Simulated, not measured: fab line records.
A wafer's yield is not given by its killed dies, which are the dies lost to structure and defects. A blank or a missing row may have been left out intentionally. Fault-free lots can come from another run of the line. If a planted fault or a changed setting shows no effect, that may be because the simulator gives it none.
Split-lot study	flow n5_finfet	21 wafers read across 7 lots, on a route 1938 steps long

THE SPLIT
At N5_HKMG_FIN_HK_ALD_01 (deposits HfO2, target thk 1.6 nm, pulse time 3 s, purge time 3 s), the setting ald_cycles was moved away from the recipe's 30 on 6 of the 21 wafers read, by -6.7% to +10.0%. All remaining wafers had this setting at the recipe value.

FROM THE SPLIT TO THE READING: what the file shows between them, 4 steps
- N5_HKMG_FIN_HK_ANNEAL_02: time 30 s
- N5_HKMG_FIN_ALD_74: deposits La2O3, target thk 0.5 nm, pulse time 6 s, co reactant pulse time 1 s
- N5_HKMG_FIN_WET_ETCH_82: etches La2O3 in dHCl, stops on HfO2, target depth 2 nm, rinse time 30 s
- N5_HKMG_FIN_ALD_36: deposits TiN, target thk 1 nm, pulse time 1 s, purge time 3 s

THE READING
HK_THK, in nm, at N5_HKMG_FIN_THK_MEAS_70 (measures by xrf). On this fab line, fault-free wafers typically give 1.582 nm with a standard deviation of 0.024 nm.

wafer	tool, chamber at the split	ald_cycles as run	against the recipe	HK_THK, nm	against lot-mates on the recipe
L080.1	ald_hk-01, 0	28	-6.7%	1.484	-0.131
L080.2	ald_hk-01, 2,3	30	recipe	1.585	-
L080.4	ald_hk-01, 2,3	30	recipe	1.645	-
L084.2	ald_hk-02, 1,2	30	recipe	1.573	-
L084.4	ald_hk-02, 3	33	+10.0%	1.728	+0.148
L084.5	ald_hk-02, 1,2	30	recipe	1.587	-
L085.2	ald_hk-02, 2,1,0	30	recipe	1.579	-
L085.5	ald_hk-02, 2,1,0	30	recipe	1.578	-
L085.6	ald_hk-02, 2,1,0	30	recipe	1.584	-
L090.2	ald_hk-01, 2	33	+10.0%	1.731	+0.139
L090.4	ald_hk-01, 0,3	30	recipe	1.583	-
L090.5	ald_hk-01, 0,3	30	recipe	1.601	-
L093.1	ald_hk-03, 1,3	30	recipe	1.590	-
L093.3	ald_hk-03, 0	33	+10.0%	1.729	+0.140
L093.6	ald_hk-03, 1,3	30	recipe	1.588	-
L094.1	ald_hk-03, 3	30	recipe	1.589	-
L094.4	ald_hk-03, 0	28	-6.7%	1.433	-0.156
L094.5	ald_hk-03, 0	28	-6.7%	1.446	-0.143
L095.1	ald_hk-02, 2,0,3	30	recipe	1.552	-
L095.2	ald_hk-02, 2,0,3	30	recipe	1.579	-
L095.4	ald_hk-02, 2,0,3	30	recipe	1.572	-
If several chambers appear in one row, that row covers several wafers at once and the file leaves open which wafer was in which chamber.

FIT RESULTS
A straight line over all 21 wafers: HK_THK changes by +0.0161 nm for each +1% of ald_cycles; r = +0.96; the points scatter about the line by 0.021 nm.
The same after taking each lot's own level away (the mean of its wafers on the recipe; 21 wafers): +0.0167 nm for each +1%; r = +0.97; scatter 0.018 nm.
On that fit, the largest move of ald_cycles shifts the reading by 0.17 nm.
The lots' own levels span 1.5677 to 1.6150 nm, that is 2.0 times the standard deviation above.
Hence the lot-to-lot level has little effect on the slope; both slopes agree.
Check: with one of the wafers moved furthest among these (+10.0%) left out of the fit, the line predicts +0.162 nm for it against its lot-mates. Against them it came out at +0.148 nm.

FURTHER SPLITS ON THESE WAFERS
Other splits were also applied to these wafers ahead of the reading. Each is held against what the fit with the lots' levels taken away leaves over:
other split on the same wafers	wafers away from the commonest value	r with HK_THK (lot level and that fit taken away)
N5_SDB_COAT_05 spin_rpm	5	+0.35

FILE'S OWN FIT
HK_THK changes by +0.0158 nm for each +1% of ald_cycles, r = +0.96.
